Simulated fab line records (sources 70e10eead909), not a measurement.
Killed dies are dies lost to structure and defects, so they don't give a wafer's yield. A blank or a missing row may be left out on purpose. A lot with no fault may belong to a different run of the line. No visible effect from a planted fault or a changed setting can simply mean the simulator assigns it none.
Which of the tools did it? | flow nandHarc | 24 lots, 72 wafers sampled, at 4 steps of a route of 1302

WHAT THE GAUGES SHOWED, per wafer
NHARC_P_CONTACT_CD_MEAS_19. Usual: cdNm at 89.9 nm, with a standard deviation of 1.9.
lot  | measured     | on       | cdNm (nm)      | flag
L074 | day 6 03:57  | cdSem-02 | 89.8 89.5 90.1 | 
L075 | day 6 04:16  | cdSem-03 | 92.0 86.0 90.9 | 
L076 | day 6 17:05  | cdSem-03 | 86.8 89.1 87.2 | 
L077 | day 7 07:55  | cdSem-02 | 88.8 88.9 90.8 | 
L078 | day 7 14:41  | cdSem-03 | 90.5 89.9 90.8 | 
L079 | day 7 21:32  | cdSem-01 | 91.6 89.4 90.7 | 
L080 | day 8 14:25  | cdSem-03 | 90.8 91.5 89.9 | 
L081 | day 9 06:50  | cdSem-03 | 91.6 88.9 92.8 | 
L082 | day 9 10:55  | cdSem-03 | 89.1 90.0 92.5 | 
L083 | day 9 20:22  | cdSem-03 | 90.7 92.2 89.9 | 
L084 | day 10 14:19 | cdSem-02 | 85.9 87.0 90.2 | 
L085 | day 10 16:20 | cdSem-01 | 92.8 86.4 90.3 | 
L087 | day 11 03:52 | cdSem-03 | 88.7 90.5 88.1 | 
L086 | day 11 04:12 | cdSem-02 | 93.1 89.3 88.0 | 
L089 | day 11 20:33 | cdSem-02 | 88.5 88.0 94.2 | 
L088 | day 11 21:34 | cdSem-03 | 90.7 87.0 90.5 | 
L090 | day 12 18:33 | cdSem-03 | 88.8 92.1 89.2 | 
L091 | day 12 19:54 | cdSem-03 | 93.2 90.5 87.3 | 
L092 | day 13 12:16 | cdSem-02 | 92.3 91.7 89.8 | 
L093 | day 13 17:00 | cdSem-01 | 93.5 88.1 92.7 | 
L094 | day 14 05:08 | cdSem-02 | 88.9 89.3 91.1 | 
L095 | day 14 22:00 | cdSem-01 | 86.5 89.1 86.1 | 
L096 | day 15 08:20 | cdSem-03 | 88.1 88.7 87.3 | 
L097 | day 15 08:48 | cdSem-03 | 90.6 89.4 86.7 | 

NHARC_P_M0_CD_MEAS_09: the cd target is 90 nm. Usual: cdNm at 90.0 nm, with a standard deviation of 0.7.
lot  | measured     | on       | cdNm (nm)      | flag
L074 | day 6 06:56  | cdSem-01 | 90.3 90.6 90.6 | 
L075 | day 6 07:23  | cdSem-01 | 89.6 89.8 90.3 | 
L076 | day 6 20:13  | cdSem-02 | 89.2 89.7 90.6 | 
L077 | day 7 11:08  | cdSem-03 | 90.1 89.7 88.9 | 
L078 | day 7 17:53  | cdSem-01 | 90.0 89.7 89.2 | 
L079 | day 8 00:43  | cdSem-03 | 89.6 91.7 90.5 | 
L080 | day 8 17:33  | cdSem-03 | 88.6 90.4 91.1 | 
L081 | day 9 09:56  | cdSem-03 | 90.1 90.4 90.5 | 
L082 | day 9 14:01  | cdSem-01 | 89.2 89.7 90.3 | 
L083 | day 9 23:21  | cdSem-01 | 91.1 89.9 90.7 | 
L084 | day 10 17:26 | cdSem-01 | 89.4 89.4 90.3 | 
L085 | day 10 19:34 | cdSem-01 | 90.6 89.5 90.7 | 
L087 | day 11 06:59 | cdSem-01 | 88.7 89.2 89.3 | 
L086 | day 11 07:29 | cdSem-02 | 90.0 90.4 90.3 | 
L089 | day 11 23:40 | cdSem-03 | 89.8 90.2 88.3 | 
L088 | day 12 00:39 | cdSem-03 | 89.2 90.7 90.0 | 
L090 | day 12 21:40 | cdSem-02 | 88.9 90.0 89.6 | 
L091 | day 12 23:01 | cdSem-02 | 90.1 88.5 89.6 | 
L092 | day 13 15:27 | cdSem-01 | 91.0 89.5 90.0 | 
L093 | day 13 20:07 | cdSem-01 | 90.6 90.4 90.6 | 
L094 | day 14 08:17 | cdSem-01 | 90.7 89.8 89.7 | 
L095 | day 15 00:59 | cdSem-01 | 89.3 90.1 90.5 | 
L096 | day 15 11:28 | cdSem-02 | 90.6 89.3 90.4 | 
L097 | day 15 11:47 | cdSem-01 | 89.1 90.6 90.0 | 

WHICH TOOL RAN EACH LOT (tool, then ch and the chambers of the sampled wafers, then the start)
lot  | NHARC_P_CONTACT_PVD_32                 | NHARC_P_CONTACT_ALD_22
L074 | pvdSputter-02, day 6 04:54 or earlier  | aldMetal-01 ch 2,3, day 6 04:54
L075 | pvdSputter-02, day 6 05:16 or earlier  | aldMetal-03 ch 0,1,3, day 6 05:16
L076 | pvdSputter-01, day 6 18:05 or earlier  | aldMetal-04 ch 1,2,3, day 6 18:05
L077 | pvdSputter-02, day 7 08:59 or earlier  | aldMetal-04 ch 1,2, day 7 08:59
L078 | pvdSputter-03, day 7 15:42 or earlier  | aldMetal-03 ch 1,2,3, day 7 15:42
L079 | pvdSputter-03, day 7 22:34 or earlier  | aldMetal-04 ch 1,3, day 7 22:34
L080 | pvdSputter-01, day 8 15:26 or earlier  | aldMetal-01 ch 1,2,3, day 8 15:26
L081 | pvdSputter-02, day 9 07:47 or earlier  | aldMetal-04 ch 2,3, day 9 07:47
L082 | pvdSputter-03, day 9 11:52 or earlier  | aldMetal-01 ch 2,3, day 9 11:52
L083 | pvdSputter-02, day 9 21:19 or earlier  | aldMetal-01 ch 2,3, day 9 21:19
L084 | pvdSputter-02, day 10 15:19 or earlier | aldMetal-01 ch 0,2,3, day 10 15:19
L085 | pvdSputter-03, day 10 17:17 or earlier | aldMetal-03 ch 1,2,3, day 10 17:17
L087 | pvdSputter-02, day 11 04:53 or earlier | aldMetal-04 ch 0,2,3, day 11 04:53
L086 | pvdSputter-01, day 11 05:12 or earlier | aldMetal-03 ch 0,1,2, day 11 05:12
L089 | pvdSputter-02, day 11 21:33 or earlier | aldMetal-04 ch 0,2,3, day 11 21:33
L088 | pvdSputter-02, day 11 22:37 or earlier | aldMetal-01 ch 0,1,3, day 11 22:37
L090 | pvdSputter-03, day 12 19:30 or earlier | aldMetal-04 ch 1,3, day 12 19:30
L091 | pvdSputter-01, day 12 20:52 or earlier | aldMetal-01 ch 0,3, day 12 20:52
L092 | pvdSputter-02, day 13 13:15 or earlier | aldMetal-01 ch 0,1,2, day 13 13:15
L093 | pvdSputter-02, day 13 17:59 or earlier | aldMetal-03 ch 0,2,3, day 13 17:59
L094 | pvdSputter-01, day 14 06:07 or earlier | aldMetal-04 ch 0,1, day 14 06:07
L095 | pvdSputter-02, day 14 22:58 or earlier | aldMetal-03 ch 1,3, day 14 22:58
L096 | pvdSputter-01, day 15 09:20 or earlier | aldMetal-03 ch 1,2,3, day 15 09:20
L097 | pvdSputter-03, day 15 09:46 or earlier | aldMetal-01 ch 1,2, day 15 09:46
- NHARC_P_CONTACT_PVD_32: deposits Ti, target thk 5 nm, time 17.7 s.
- NHARC_P_CONTACT_ALD_22: deposits TiN, target thk 3 nm, pulse time 1 s, ald cycles 150.

AS READ BY THE TOOLS THEMSELVES (means over the sampled wafers that have a number; for cases with no such wafer, the mark the record gives instead)
NHARC_P_CONTACT_PVD_32. Usual: throttleValvePct at 29.9 %, with a standard deviation of 1.4.
lot  | tool          | throttleValvePct (%) | flag
L074 | pvdSputter-02 | 30.5                 | 
L075 | pvdSputter-02 | 30.2                 | 
L076 | pvdSputter-01 | 29.2                 | 
L077 | pvdSputter-02 | 30.4                 | 
L078 | pvdSputter-03 | 30.0                 | 
L079 | pvdSputter-03 | 30.7                 | 
L080 | pvdSputter-01 | 29.2                 | 
L081 | pvdSputter-02 | 29.2                 | 
L082 | pvdSputter-03 | 31.3                 | 
L083 | pvdSputter-02 | 29.4                 | 
L084 | pvdSputter-02 | 30.3                 | 
L085 | pvdSputter-03 | 30.7                 | 
L087 | pvdSputter-02 | 29.2                 | 
L086 | pvdSputter-01 | 29.7                 | 
L089 | pvdSputter-02 | 29.3                 | 
L088 | pvdSputter-02 | 30.3                 | 
L090 | pvdSputter-03 | 32.1                 | 
L091 | pvdSputter-01 | 30.1                 | 
L092 | pvdSputter-02 | 29.3                 | 
L093 | pvdSputter-02 | 29.7                 | 
L094 | pvdSputter-01 | 30.0                 | 
L095 | pvdSputter-02 | 29.7                 | 
L096 | pvdSputter-01 | 29.8                 | 
L097 | pvdSputter-03 | 29.7                 | 

NHARC_P_CONTACT_ALD_22. Usual: heaterPowerW 1095 W, standard deviation 94; precursorPulseHeightRel 0.998, standard deviation 0.019.
lot  | tool        | heaterPowerW (W) | precursorPulseHeightRel | flag
L074 | aldMetal-01 | 1034             | 1.000                   | 
L075 | aldMetal-03 | 1079             | 1.000                   | 
L076 | aldMetal-04 | 1073             | 1.005                   | 
L077 | aldMetal-04 | 1062             | 1.009                   | 
L078 | aldMetal-03 | 1174             | 1.018                   | 
L079 | aldMetal-04 | 1073             | 0.992                   | 
L080 | aldMetal-01 | 1076             | 0.999                   | 
L081 | aldMetal-04 | 1024             | 1.006                   | 
L082 | aldMetal-01 | 1013             | 1.001                   | 
L083 | aldMetal-01 | 1043             | 1.021                   | 
L084 | aldMetal-01 | 1039             | 0.971                   | 
L085 | aldMetal-03 | 1221             | 1.014                   | 
L087 | aldMetal-04 | 1050             | 1.010                   | 
L086 | aldMetal-03 | 1138             | 0.993                   | 
L089 | aldMetal-04 | 1044             | 1.004                   | 
L088 | aldMetal-01 | 1086             | 0.999                   | 
L090 | aldMetal-04 | 1091             | 1.002                   | 
L091 | aldMetal-01 | 1043             | 0.986                   | 
L092 | aldMetal-01 | 1085             | 0.980                   | 
L093 | aldMetal-03 | 1123             | 1.000                   | 
L094 | aldMetal-04 | 1098             | 0.994                   | 
L095 | aldMetal-03 | 1233             | 1.004                   | 
L096 | aldMetal-03 | 1232             | 0.973                   | 
L097 | aldMetal-01 | 1076             | 0.986                   | 

THE ANSWER, worked out from the rows above alone
Rule: a lot is off if the mean of its wafers that have a number lies more than 3 standard deviations from the usual mean. Also off: a lot with no number at a reading for which 4 or more lots have one. The other lots that the step has rows for count as sound. First the gauges in route order, then the tools' own readings, where a lot's mean is used as printed above. The first step at which some lot is off is used, and at that step the reading that is off furthest; a lot without a number counts as furthest.
No lot is off on any of the readings shown, so nothing can be concluded from this.

WHAT WAS PUT IN BY THE SIMULATOR
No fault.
